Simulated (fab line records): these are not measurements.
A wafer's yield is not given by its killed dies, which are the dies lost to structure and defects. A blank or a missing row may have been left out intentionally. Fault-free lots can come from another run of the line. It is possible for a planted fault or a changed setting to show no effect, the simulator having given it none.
Struck lot and sound lot, side by side -- flow nandHarc -- 13 out of 1159 route steps
Sound: wafers L547.1, L547.5, L547.6. Wafers L552.3, L552.4, L552.5 were the ones struck. The cause is given at the end.
Order at every step that has rows: each side's tool, ch and its chambers, its first start. Under that, the readings that differ: sound wafers -- struck wafers -- difference of the means -- sigmas: that difference in standard deviations of wafers without a fault.
alike: readings whose means differ by less than 2 such deviations, and words and numbers that are the same on both sides. not compared: withheld readings, readings that some wafer has no value for, bounds like >300 that may hide the same value, and numbers for which the record gives no deviation and whose values overlap.
The two part at a step that has a row with sigmas, a row that says differs or no value, or rows on one side only. Non-overlapping numbers with no deviation appear without sigmas and do not part them. A reading that every wafer of one side lacks parts them only if that side has two wafers or more.

NHARC_A_BLC_CVD_24: deposits W, target thk 150 nm, time 434 s.
  sound: cvdW-01 ch 0,1; struck: cvdW-02 ch 0,1
  alike: chamberPressureTorr, heaterPowerW, mfcWf6Sccm, throttleValvePct
NHARC_A_BLC_CMP_25: polishes, t overpolish 30 s, target thk 150 nm.
  sound on cmp-01 ch 1,2,3, day 17 18:40; struck on cmp-01 ch 0,1,3, day 18 19:52
  alike: edgeZonePressureFrac, motorCurrentA, overpolishRunS, timeToEndpointS
then, 1 step without rows for these wafers: NHARC_A_BLC_SRD_27.
NHARC_A_BLC_INSPECT_28:
  struck on defectInspect-02, day 18 20:16; sound on defectInspect-02, day 17 18:59
  alike: rawDefectCount
then, 7 steps without rows for these wafers: NHARC_A_M0_DEP_00 (deposits SiOC, target thk 150 nm); NHARC_A_M0_DEHYDRATE_01 (time 120 s); NHARC_A_M0_HMDS_02 (time 30 s); NHARC_A_M0_COAT_33 (time 65 s); NHARC_A_M0_COAT_03 (resist thk 90 nm); NHARC_A_M0_SOFTBAKE_04 (time 55 s); NHARC_A_M0_EBR_05.
NHARC_A_M0_EXPOSE_06: exposes mask A M0, target cd 80 nm.
  struck on arfiScanner-03, day 18 21:02; sound on arfiScanner-02 ch 0, day 17 19:37
  no value came back on the struck wafers for exposureDoseMJCm2, focusOffsetNm (nm); on the sound wafers exposureDoseMJCm2 reads 83.23 83.26 83.23
  alike: mask
then, 1 step without rows for these wafers: NHARC_A_M0_PEB_07 (peb time 65 s).

WHERE THEY PART
Only at NHARC_A_M0_EXPOSE_06, within this record.

WHY: what had been put in by the simulator
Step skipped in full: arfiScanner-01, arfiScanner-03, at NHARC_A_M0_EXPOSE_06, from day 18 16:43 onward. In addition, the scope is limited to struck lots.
